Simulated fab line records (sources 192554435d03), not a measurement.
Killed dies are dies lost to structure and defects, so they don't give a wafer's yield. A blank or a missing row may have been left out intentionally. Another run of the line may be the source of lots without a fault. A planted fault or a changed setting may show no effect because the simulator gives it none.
fab line records	flow n5_finfet
record lots=5	wafers=14	last_day=16
route steps=1938 shown BEOL_M13@1687 BEOL_M14@1716 PASSIVATION@1936
lots that met no fault: from a run of the same line without faults
start_h: hours from the record's opening day to when the first of the lot's shown wafers began	wait_h: hours elapsed since this lot's preceding step	" same as the row above	L1.1+2: several wafers, shown together as one row	- no value, or no start given	* or withheld: withheld	< > ~ a bound
route shown NAME@n: a module of which the file shows steps, and the number in the route of the first	usual: mean and standard deviation over wafers with no fault	same: alike in all rows	chamber/n: place in a boat	sites: each site's reading	_std_site: the values' standard deviation	_edge_site: outer sites' mean less inner sites'	radius_mm: how far each site lies from the wafer's centre	mask NAME#n: copy n	behind: the tool/chamber that last shaped the wafer	hold: why the lot went on hold/how many hours it stayed there/how the hold came to an end	device: whichever transistor did not switch (one of n, p or np)	end of line: the tests these same wafers got at the end of their route	a step without rows: its recipe alone	killed: dies that structure and defects cost at the first sort, which is not the same as the wafer's yield	map: shows each die of a wafer: x if killed, . if not, _ if none is there
set.NAME: the setting that was run; set.NAME@STEP: the one run at that earlier step	model.NAME: the simulator's own value behind a step, which no gauge read
lots at some steps of the route; a table a step, a row a wafer
services: a tool's chamber out of use, with start hour (start_h, from the record's first day; less than 0 if before it), hours out, and reason
## steps
# step N5_BEOL_M13_DEVELOP_27
# recipe develop_time_s=45	rinse_liquid=diw	dry=air_spin	dev_temp_c=21
# step N5_BEOL_M13_HARDBAKE_32
# recipe temp_c=130	time_s=120
# step N5_BEOL_M13_CD_MEAS_28
# recipe target_cd_nm=209.5	landing_energy_ev=500	detector=se_inlens
# usual cd_nm=209.7/1.4
lot.wafer	tool	chamber	start_h	wait_h	cd_nm
L216.3	cd_sem-01	0	243.85	-	208.2
L216.5	"	0	"	"	209.7
L216.6	"	0	"	"	209.4
L224.1	cd_sem-03	0	283.24	-	208.6
L224.2	"	0	"	"	210.1
L224.5	"	0	"	"	209.5
L225.1	cd_sem-02	0	295.00	-	207.4
L225.3	"	0	"	"	206.7
L225.6	"	0	"	"	208.2
L228.2	cd_sem-01	0	328.26	-	208.6
L228.6	"	0	"	"	209.5
L236.2	cd_sem-03	0	361.08	-	210.5
L236.3	"	0	"	"	209.1
L236.5	"	0	"	"	209.2
# step N5_BEOL_M13_OVL_MEAS_29
# recipe points_per_wafer=44
# usual M13_OVL=-3/5.6
lot.wafer	tool	chamber	start_h	wait_h	M13_OVL[nm]
L216.3	overlay-01	0	243.88	0.0	6
L216.5	"	0	"	"	2
L216.6	"	0	"	"	-1
L224.1	overlay-02	0	283.27	0.0	-4
L224.2	"	0	"	"	-6
L224.5	"	0	"	"	-5
L225.1	overlay-01	0	295.03	0.0	-2
L225.3	"	0	"	"	6
L225.6	"	0	"	"	-5
L228.2	overlay-02	0	328.29	0.0	-10
L228.6	"	0	"	"	-5
L236.2	overlay-02	0	361.11	0.0	-1
L236.3	"	0	"	"	-7
L236.5	"	0	"	"	-10
# step N5_BEOL_M13_INSPECT_30
# recipe mode=adi	inspect_instrument=macro
# usual raw_defect_count=2.2/1.4
lot.wafer	tool	chamber	start_h	wait_h	raw_defect_count
L216.3	defect_inspect-02	-	243.91	0.0	3
L216.5	"	-	"	"	1
L216.6	"	-	"	"	0
L224.1	defect_inspect-01	-	283.29	0.0	3
L224.2	"	-	"	"	4
L224.5	"	-	"	"	5
L225.1	defect_inspect-01	-	295.05	0.0	3
L225.3	"	-	"	"	0
L225.6	"	-	"	"	2
L228.2	defect_inspect-01	-	328.31	0.0	2
L228.6	"	-	"	"	5
L236.2	defect_inspect-01	-	361.13	0.0	0
L236.3	"	-	"	"	3
L236.5	"	-	"	"	1
# step N5_BEOL_M13_DESCUM_33
# recipe chemistry=O2	time_s=7.9	source_power_w=50	bias_power_w=20	pressure_mtorr=20	rf_frequency_hz=2.712e+07	temp_c=40	o2_flow_sccm=225
# usual drypump_motor_current_A=5.6/0.5	oes_product_au=0.74/0.063	rf_fwd_power_W=49.33/0.27	rf_vpp_V=243.3/1.7	showerhead_plenum_p_Torr=2.10/0.09	throttle_valve_pct=20.54/0.24
lot.wafer	tool	chamber	start_h	wait_h	drypump_motor_current_A	oes_product_au	rf_fwd_power_W	rf_hours_counter_h	rf_vpp_V	showerhead_plenum_p_Torr	throttle_valve_pct
L216.3	rie_diel-02	1	243.94	0.0	4.9	0.69	49.29	221	240.8	1.98	20.10
L216.5	"	2	"	"	6.0	0.78	49.61	-	240.0	1.93	20.81
L216.6	"	3	"	"	5.6	0.83	49.36	-	244.0	2.19	20.29
L224.1	rie_diel-03	0	283.33	0.0	5.3	0.71	49.00	206	242.6	2.07	20.69
L224.2	"	3	"	"	5.8	0.75	49.61	138	245.4	2.18	20.55
L224.5	"	3	"	"	5.8	0.74	49.47	-	243.1	2.18	20.55
L225.1	rie_diel-02	2	295.09	0.0	6.1	0.75	49.41	145	240.0	1.93	20.84
L225.3	"	0	"	"	5.3	0.71	49.18	204	243.1	2.06	20.61
L225.6	"	0	"	"	5.3	0.71	49.35	-	243.1	2.06	20.62
L228.2	rie_diel-02	1	328.35	0.0	4.9	0.67	49.25	248	242.1	1.97	20.14
L228.6	"	2	"	"	6.0	0.75	49.61	-	240.1	1.92	20.85
L236.2	rie_diel-02	0	361.65	0.5	5.3	0.70	49.22	230	242.9	2.05	20.68
L236.3	"	3	"	"	5.6	0.77	49.24	116	245.0	2.18	20.38
L236.5	"	3	"	"	5.6	0.79	49.35	-	244.9	2.18	20.36
# step N5_BEOL_M13_ETCH_67
# recipe chemistry=CF4	target=SiARC	target_depth_a=1430	time_s=238.3	ion_energy_ev=80	pressure_mtorr=40	source_w=545	bias_w=36	Ar_flow_sccm=100	cf4_flow_sccm=100	ends=cleared
# usual drypump_motor_current_A=5.6/0.5	etch_rf_on_time_s=239/4.6	oes_product_au=0.63/0.054	rf_fwd_power_W=542.8/1.9	rf_vpp_V=184.1/1.4	showerhead_plenum_p_Torr=2.15/0.088	throttle_valve_pct=15.76/0.22
lot.wafer	tool	chamber	start_h	wait_h	drypump_motor_current_A	etch_rf_on_time_s	oes_product_au	rf_fwd_power_W	rf_hours_counter_h	rf_vpp_V	showerhead_plenum_p_Torr	throttle_valve_pct
L216.3	rie_diel-02	1	243.97	0.0	4.9	243	0.60	546.4	221	182.6	2.04	15.41
L216.5	"	2	"	"	6.1	239	0.65	542.9	-	182.6	1.98	15.90
L216.6	"	3	"	"	5.6	243	0.72	540.2	-	184.7	2.25	15.56
L224.1	rie_diel-03	0	283.36	0.0	5.3	239	0.61	543.8	206	182.9	2.13	16.02
L224.2	"	3	"	"	5.8	244	0.64	544.0	138	184.6	2.23	15.71
L224.5	"	3	"	"	5.8	244	0.63	544.0	-	184.8	2.23	15.70
L225.1	rie_diel-02	2	295.12	0.0	6.1	234	0.64	541.3	145	183.2	1.98	15.97
L225.3	"	0	"	"	5.3	241	0.61	542.2	204	183.8	2.12	15.89
L225.6	"	0	"	"	5.3	238	0.61	540.3	-	184.3	2.12	15.91
L228.2	rie_diel-02	1	328.38	0.0	4.9	243	0.58	542.3	248	183.1	2.03	15.44
L228.6	"	2	"	"	6.1	235	0.64	544.8	-	182.4	1.98	15.97
L236.2	rie_diel-02	0	361.68	0.0	5.3	241	0.59	541.7	230	184.1	2.11	15.94
L236.3	"	3	"	"	5.6	243	0.67	543.5	116	185.0	2.24	15.63
L236.5	"	3	"	"	5.6	241	0.68	543.4	-	185.0	2.24	15.63
# step N5_BEOL_M13_ETCH_68
# recipe chemistry=N2/H2	target=SOC	mask_material=SiARC	source_w=3000	bias_w=350	temp_c=40	time_s=355	ion_energy_ev=200	pressure_mtorr=30	n2_flow_sccm=200	h2_flow_sccm=200
# step N5_BEOL_M13_STRIP_69
# recipe chemistry=N2/H2	temp_c=40	n2_flow_sccm=200	h2_flow_sccm=200	rf_frequency_hz=6e+07
# step N5_BEOL_M13_TRENCH_ETCH_34
# recipe chemistry=C4F8/O2/Ar	target=SiOC	target_depth_a=4134.7	mask_material=SOC	pressure_mtorr=30	source_w=3000	bias_w=700	Ar_flow_sccm=400	C4F8_flow_sccm=15	O2_flow_sccm=8	he_inner_torr=15	he_outer_torr=30	time_s=162.6	ion_energy_ev=250
# usual drypump_motor_current_A=5.6/0.5	he_outer_torr=30.00/0.056	oes_product_au=0.74/0.062	rf_fwd_power_W=2990/9.4	rf_vpp_V=666/4.1	showerhead_plenum_p_Torr=3.44/0.14	throttle_valve_pct=24.37/0.23
lot.wafer	tool	chamber	start_h	wait_h	drypump_motor_current_A	he_outer_torr	oes_product_au	rf_fwd_power_W	rf_hours_counter_h	rf_vpp_V	showerhead_plenum_p_Torr	throttle_valve_pct
L216.3	rie_diel-02	1	244.34	0.0	4.9	30.05	0.70	2982	221	661	3.27	23.94
L216.5	"	2	"	"	6.1	29.97	0.77	2991	-	658	3.17	24.57
L216.6	"	3	"	"	5.6	29.92	0.83	3001	-	670	3.61	24.30
L224.1	rie_diel-03	0	283.73	0.0	5.3	30.02	0.72	3001	206	665	3.39	24.52
L224.2	"	3	"	"	5.9	29.96	0.75	2992	138	671	3.55	24.29
L224.5	"	3	"	"	5.9	29.98	0.74	2989	-	669	3.55	24.29
L225.1	rie_diel-02	2	295.49	0.0	6.0	29.98	0.75	2984	145	658	3.16	24.61
L225.3	"	0	"	"	5.3	30.10	0.70	2988	205	666	3.41	24.58
L225.6	"	0	"	"	5.3	30.03	0.70	3003	-	664	3.41	24.57
L228.2	rie_diel-02	1	328.75	0.0	4.9	30.09	0.67	2985	248	662	3.25	23.96
L228.6	"	2	"	"	6.1	30.06	0.74	2983	-	658	3.16	24.60
L236.2	rie_diel-02	0	362.05	0.0	5.3	29.98	0.68	2998	230	664	3.40	24.61
L236.3	"	3	"	"	5.6	29.96	0.79	2975	116	670	3.59	24.35
L236.5	"	3	"	"	5.6	30.05	0.79	2977	-	669	3.59	24.35
# step N5_BEOL_M13_STRIP_70
# recipe chemistry=C4F8/O2/Ar	resist=SiARC	rf_frequency_hz=6e+07
# step N5_BEOL_M13_OCD_MEAS_35
# usual trench_depth_nm=410/5.8
lot.wafer	tool	chamber	start_h	wait_h	trench_depth_nm
L216.3	ocd-02	-	244.52	0.0	399
L216.5	"	-	"	"	421
L216.6	"	-	"	"	412
L224.1	ocd-02	-	283.91	0.0	415
L224.2	"	-	"	"	408
L224.5	"	-	"	"	409
L225.1	ocd-01	-	295.67	0.0	411
L225.3	"	-	"	"	404
L225.6	"	-	"	"	401
L228.2	ocd-02	-	328.93	0.0	398
L228.6	"	-	"	"	412
L236.2	ocd-01	-	362.22	0.0	402
L236.3	"	-	"	"	413
L236.5	"	-	"	"	410
# step N5_BEOL_M13_STRIP_37
# recipe chemistry=N2/H2	power_w=1000	temp_c=250	h2_frac=0.65	overash_fraction=0.3	pressure_mtorr=withheld	n2_flow_sccm=1750	h2_flow_sccm=3250
# usual drypump_motor_current_A=5.5/0.56	h2_flow_sccm=3251/9.7	heater_power_w=348/56	oes_product_au=0.785/0.0097
lot.wafer	tool	chamber	start_h	wait_h	drypump_motor_current_A	h2_flow_sccm	heater_power_w	oes_product_au	rf_hours_counter_h
L216.3	plasma_asher-02	1	244.58	0.1	5.1	3245	429	0.797	-
L216.5	"	1	"	"	5.1	3263	428	0.793	-
L216.6	"	0	"	"	5.5	3248	338	0.771	-
L224.1	plasma_asher-01	0	283.95	0.0	5.1	3251	345	0.789	123
L224.2	"	1	"	"	6.5	3270	270	0.773	123
L224.5	"	0	"	"	5.1	3249	340	0.783	-
L225.1	plasma_asher-01	0	295.90	0.2	5.1	3261	353	0.800	126
L225.3	"	0	"	"	5.1	3253	345	0.788	-
L225.6	"	0	"	"	5.1	3245	345	0.771	-
L228.2	plasma_asher-02	1	328.96	0.0	5.1	3278	435	0.773	87
L228.6	"	0	"	"	5.5	3242	339	0.780	-
L236.2	plasma_asher-01	0	362.26	0.0	5.1	3270	341	0.781	138
L236.3	"	1	"	"	6.5	3238	274	0.785	-
L236.5	"	0	"	"	5.1	3245	348	0.771	-
# step N5_BEOL_M13_ETCH_38
# recipe chemistry=CF4/N2	target=SiCN	target_depth_a=675	taper_deg=2	time_s=71.9	ion_energy_ev=150	mask_material=SiO2	pressure_mtorr=40	source_w=430	bias_w=70	Ar_flow_sccm=100	cf4_flow_sccm=60	n2_flow_sccm=60
# step N5_BEOL_M13_PRECLEAN_39
# recipe chemistry=residue_remover	time_s=60	temp_c=40
# step N5_BEOL_M13_SRD_40
# recipe time_s=30	temp_c=23	rinse_liquid=diw	dry=n2_spin	spin_rpm=1500	dry_time_s=30
# step N5_BEOL_M13_DEGAS_41
# recipe ambient=vacuum	temp_c=250	time_s=60
# step N5_BEOL_M13_PRE_CLEAN_42
# recipe gas=H2/He	time_s=30	temp_c=250
# step N5_BEOL_M13_SPUTTER_43
# recipe material=TaN	target_thk_a=150	temp_c=50	bias_v=168.6	power_w=15000	chamber_pressure_pa=0.12	time_s=24.19
# usual throttle_valve_pct=30.7/0.99
lot.wafer	tool	chamber	start_h	wait_h	throttle_valve_pct
L216.3	pvd_sputter-01	-	245.04	0.0	30.5
L216.5	"	-	"	"	32.5
L216.6	"	-	"	"	30.0
L224.1	pvd_sputter-01	-	291.46	0.0	32.8
L224.2	"	-	"	"	31.5
L224.5	"	-	"	"	32.6
L225.1	pvd_sputter-01	-	300.00	0.0	30.0
L225.3	"	-	"	"	30.2
L225.6	"	-	"	"	31.5
L228.2	pvd_sputter-02	-	330.38	0.0	30.5
L228.6	"	-	"	"	29.7
L236.2	pvd_sputter-01	-	364.68	0.0	32.8
L236.3	"	-	"	"	30.2
L236.5	"	-	"	"	31.5
# step N5_BEOL_M13_SPUTTER_44
# recipe material=Ta	target_thk_a=100	temp_c=50	bias_v=80	power_w=15000	chamber_pressure_pa=0.07	time_s=16.13
# usual throttle_valve_pct=30.7/0.98
lot.wafer	tool	chamber	start_h	wait_h	throttle_valve_pct
L216.3	pvd_sputter-01	-	245.12	0.0	30.6
L216.5	"	-	"	"	32.9
L216.6	"	-	"	"	30.0
L224.1	pvd_sputter-01	-	291.54	0.0	32.8
L224.2	"	-	"	"	31.2
L224.5	"	-	"	"	32.9
L225.1	pvd_sputter-01	-	300.08	0.0	30.1
L225.3	"	-	"	"	30.3
L225.6	"	-	"	"	31.3
L228.2	pvd_sputter-02	-	330.46	0.0	30.4
L228.6	"	-	"	"	30.0
L236.2	pvd_sputter-01	-	364.76	0.0	32.9
L236.3	"	-	"	"	29.9
L236.5	"	-	"	"	31.2
# step N5_BEOL_M13_SPUTTER_45
# recipe material=Cu	target_thk_a=800	temp_c=-20	bias_v=60	power_w=26000	chamber_pressure_pa=0.13	time_s=13.33
# step N5_BEOL_M13_ECD_47
# recipe material=Cu	target_thk_a=9360
# step N5_BEOL_M13_ANNEAL_48
# recipe temp_c=225	time_s=90	ambient=N2
# step N5_BEOL_M13_CMP_49
# recipe stop_on=SiOC	t_overpolish_s=17.1	down_force_psi=1	platen_rpm=50	clearing_platen_down_force_psi=1.5	clearing_platen_rpm=50	post_cmp_clean=cu_alkaline	target_thk_nm=420	clearing_platen_pad_velocity_m_s=0.99484	pad_velocity_m_s=0.99484
# step N5_BEOL_M13_THK_MEAS_50
# recipe thk_meas_gauge=xrf	reads=Cu_of_BEOL_M13_ECD_47
# usual M13_THK=424/6.4
lot.wafer	tool	chamber	start_h	wait_h	M13_THK[nm]
L216.3	film_metro-02	-	246.69	-	409
L216.5	"	-	"	"	428
L216.6	"	-	"	"	420
L224.1	film_metro-02	-	292.53	-	425
L224.2	"	-	"	"	416
L224.5	"	-	"	"	419
L225.1	film_metro-02	-	301.03	-	425
L225.3	"	-	"	"	419
L225.6	"	-	"	"	416
L228.2	film_metro-01	-	331.41	-	417
L228.6	"	-	"	"	432
L236.2	film_metro-01	-	365.71	-	422
L236.3	"	-	"	"	431
L236.5	"	-	"	"	431
# step N5_BEOL_M13_PRE_CLEAN_52
# recipe gas=NH3	time_s=15	temp_c=withheld	rf_power_w=300
# step N5_BEOL_M13_DEP_53
# recipe material=SiCN	target_thk_a=500	temp_c=withheld	precursor=3MS/NH3	pressure_torr=3	rf_w=675	time_s=17.8
# step N5_BEOL_M13_RS_MEAS_54
# recipe thk_meas_gauge=four-point-probe	reads=Cu_of_BEOL_M13_ECD_47+Ta_of_BEOL_M13_SPUTTER_44+TaN_of_BEOL_M13_SPUTTER_43
# usual M13_RS=0.0453/0.00065
lot.wafer	tool	chamber	start_h	wait_h	M13_RS[ohm/sq]
L216.3	film_metro-02	-	246.82	0.1	0.0464
L216.5	"	-	"	"	0.0440
L216.6	"	-	"	"	0.0450
L224.1	film_metro-02	-	292.66	0.0	0.0447
L224.2	"	-	"	"	0.0456
L224.5	"	-	"	"	0.0456
L225.1	film_metro-01	-	301.16	0.0	0.0453
L225.3	"	-	"	"	0.0458
L225.6	"	-	"	"	0.0463
L228.2	film_metro-01	-	331.54	0.1	0.0466
L228.6	"	-	"	"	0.0450
L236.2	film_metro-02	-	365.84	0.1	0.0460
L236.3	"	-	"	"	0.0452
L236.5	"	-	"	"	0.0454
# step N5_BEOL_M14_ILD_DEP_00
# recipe material=SiO2	target_thk_a=11193	temp_c=400	precursor=TEOS/O2	pressure_torr=6.5	rf_w=900	teos_flow_sccm=161.4	gas=O2	flow_sccm=2650	time_s=237.4
# step N5_BEOL_M14_THK_MEAS_01
# recipe reads=SiO2_of_BEOL_M14_ILD_DEP_00
# usual M14_ILD_THK=1117/18
lot.wafer	tool	chamber	start_h	wait_h	M14_ILD_THK[nm]
L216.3	film_metro-01	-	247.08	0.1	1105
L216.5	"	-	"	"	1126
L216.6	"	-	"	"	1126
L224.1	film_metro-01	-	292.99	0.2	1102
L224.2	"	-	"	"	1118
L224.5	"	-	"	"	1133
L225.1	film_metro-01	-	301.41	0.1	1098
L225.3	"	-	"	"	1137
L225.6	"	-	"	"	1139
L228.2	film_metro-01	-	331.87	0.2	1079
L228.6	"	-	"	"	1100
L236.2	film_metro-02	-	366.09	0.1	1110
L236.3	"	-	"	"	1108
L236.5	"	-	"	"	1119
# step N5_BEOL_M14_COAT_58
# recipe resist=BARC	temp_c=205	time_s=60	spin_rpm=1500	resist_thk_nm=89
# step N5_BEOL_M14_COAT_04
# recipe spin_rpm=1704	resist_thk_nm=800
# step N5_BEOL_M14_EBR_06
# recipe solvent=PGMEA	ebr_width_mm=1.5
# step N5_BEOL_M14_SOFTBAKE_05
# recipe temp_c=130	time_s=60
# step N5_BEOL_M14_EXPOSE_07
# recipe mask_id=V13	na=0.8	source_shape=annular	sigma_inner=0.5	sigma_outer=0.8	polarization=unpolarized	attpsm_phase_deg=180	dose_mj=57
# step N5_BEOL_M14_PEB_08
# recipe peb_temp_c=130	peb_time_s=90
# step N5_BEOL_M14_DEVELOP_09
# recipe develop_time_s=45	rinse_liquid=diw	dry=air_spin	dev_temp_c=21
# step N5_BEOL_M14_HARDBAKE_14
# recipe temp_c=130	time_s=120
# step N5_BEOL_M14_CD_MEAS_10
# recipe target_cd_nm=250	landing_energy_ev=500	detector=se_inlens	polarity=opening
# usual cd_nm=251.1/1.4
lot.wafer	tool	chamber	start_h	wait_h	cd_nm
L216.3	cd_sem-01	0	247.38	-	247.9
L216.5	"	0	"	"	248.6
L216.6	"	0	"	"	248.0
L224.1	cd_sem-03	0	293.42	-	252.5
L224.2	"	0	"	"	251.9
L224.5	"	0	"	"	253.7
L225.1	cd_sem-02	0	301.84	-	250.7
L225.3	"	0	"	"	251.6
L225.6	"	0	"	"	250.9
L228.2	cd_sem-01	0	332.18	-	251.8
L228.6	"	0	"	"	249.5
L236.2	cd_sem-03	0	366.40	-	251.8
L236.3	"	0	"	"	252.3
L236.5	"	0	"	"	251.3
# step N5_BEOL_M14_OVL_MEAS_11
# recipe points_per_wafer=44
# usual V13_OVL=-2/4.3
lot.wafer	tool	chamber	start_h	wait_h	V13_OVL[nm]
L216.3	overlay-02	0	247.41	0.0	-5
L216.5	"	0	"	"	-8
L216.6	"	0	"	"	-4
L224.1	overlay-02	0	293.46	0.0	2
L224.2	"	0	"	"	-1
L224.5	"	0	"	"	-1
L225.1	overlay-02	0	301.87	0.0	-2
L225.3	"	0	"	"	2
L225.6	"	0	"	"	4
L228.2	overlay-01	0	332.21	0.0	2
L228.6	"	0	"	"	-2
L236.2	overlay-01	0	366.43	0.0	-7
L236.3	"	0	"	"	-8
L236.5	"	0	"	"	-9
# step N5_PASSIVATION_PROBE_49
# usual defect_limited_yield=91.6/1.2	killed_at_M0_to_M3=33/9.4	killed_at_M4_up=13/5.2	killed_at_contacts=13/5.6	killed_at_front_end=37/9.5	killed_at_other=4/3.1	killed_dies=99/15	killed_open=65/11	killed_short=32/7.5	sort_bin_5_function=4.9/0.77	sort_bin_6_memory=3.1/0.65	sort_n_pass=1081/15	sort_yield_pct=91.6/1.2
# same gross_dies=1180	killed_at_back_side=0	sort_bin_4_leakage[%]=0	sort_bin_8_speed[%]=0
lot.wafer	tool	chamber	start_h	wait_h	defect_limited_yield[%]	killed_at_M0_to_M3	killed_at_M4_up	killed_at_contacts	killed_at_front_end	killed_at_other	killed_dies	killed_open	killed_short	sort_bin_5_function[%]	sort_bin_6_memory[%]	sort_n_pass	sort_yield_pct[%]
L228.6	prober-01	-	368.45	0.3	80.8	54	112	19	40	1	226	103	30	11.2	6.5	954	80.8
# killed by level:class
L228.6 BEOL_M13:unspecified=93 BEOL_M0_SAQP:geometric_particle:open=18 STI_FIN_REVEAL:geometric_particle:open=15 MOL_CONTACT_COAG:geometric_particle:open=15 FIN_SAQP:geometric_particle:open=10 BEOL_M2:geometric_particle:open=10 BEOL_M0_SAQP:geometric_particle:short=10 BEOL_M1:geometric_particle:open=5
# map L228.6 (x killed, . not)
_________________.....x......________________
______________.........x.x.x...._____________
___________....xx..x....x..........__________
__________.......x..........xx......_________
________.................x....x......._______
_______...x.....x....x..........x......______
______.x...x...................x........_____
_____.xx.x...................x...x..x....____
____...x...x...x.xx...x....x......x....x..___
___.x...................x....x.............__
___......x..........x............x.........__
__......x.....x.......x.............xx......_
__x.....x......................xx......xx..._
_........xx....x.............................
_............x.........x..x.............x....
_..x....x.....x...............x.....x.....x..
_...................x.x............x....x....
_.x....x..................x....x......x...x..
_......xx...xx.................x.............
_................x......x..x...x.............
_..x....x.........x..x....xxx.x.........x....
__....x..............xx.xxxxxxx............._
__............xx..x.xxx.xxxxxxx.x......xx..._
___x......x.x..xx...xxxxxxxx.xxx........x..__
___.x.......x.....x.xxxxxxxxx.xxx..........__
____..x..............xxxxxxxxxxxxxx.......___
_____.x..x....x.xx..xxxxxxxxxxx..x.......____
______....xx....x.x..xxxxxxxxx.x.x....x._____
_______...x........x.xxxx....xxx......x______
________.........x.....x.xxx.x........_______
__________......x.....x...xx........_________
___________...x.................x..__________
______________.......x..x..x...._____________
_________________......xx....________________
# map L216.6 (x killed, . not)
_________________......x.....________________
______________.....x..........x._____________
___________........x...............__________
__________..........x..............._________
________x.....x......xxx...........xx._______
_______.................x.x..x.........______
______......x.......x.........x......x.._____
_____...xx.....x.........x.x..x..........____
____......x..xx............x....x.........___
___..........xx.....x...............x......__
___..................x........x............__
__....x.....xx.......x......x..............._
__......x.................xx................_
_.x.........x.........x......x...............
_..................xx..x.....x...xx..........
_........................x.....x..........x..
_.........x.x...........x.............x.....x
_x...............x..x...................x....
_............x.....xx.....x...x..............
_...x...x......x..........x..x....x..........
_......................................x.....
__.........x.....x...x...............x......_
__........x...............................x._
___........................................__
___x.....x.....x...xx.x.x..................__
____....x...x.........x....x..............___
_____...xx.....................x.........____
______........x.......................xx_____
_______........................x.....x.______
________x....x....x.....x........x...._______
__________.......x......x.........x._________
___________.......................x__________
______________.x.x....x........._____________
_________________..x.x.xx....________________
## services
tool	chamber	start_h	hours	kind
pvd_sputter-02	-	238.19	1.5	repair
pvd_sputter-02	-	285.64	5.0	repair
rie_diel-02	2	286.38	3.2	repair
plasma_asher-02	-	293.46	2.6	repair
rie_diel-03	3	322.36	15.4	repair
rie_diel-02	1	334.87	-	clean
rie_diel-02	1	334.87	-	consumable_replace:focus_ring
rie_diel-02	1	334.87	-	consumable_replace:showerhead
rie_diel-02	1	334.87	27.6	scheduled_down
rie_diel-02	1	334.87	27.6	vent_cycle
rie_diel-03	1	337.77	14.5	repair
## key
first_sign step=N5_PASSIVATION_PROBE_49	reading=killed_at_M4_up	direction=up	sigmas=19	usual=13	struck=112
effect step=N5_PASSIVATION_PROBE_49	reading=defect_limited_yield	direction=down	sigmas=8.7	usual=91.6	struck=80.8
more_kills_born_at N5_BEOL_M13_STRIP_37@plasma_asher-02=93
met_at N5_BEOL_M13_STRIP_37
struck_wafers L228.6
onset_between 244.58 328.96
fault kind=chamber_particle_source	tool=plasma_asher-02	chamber=0	onset_h=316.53	steps=N5_BEOL_M13_STRIP_37	rate_per_visit_cm2=0.37686
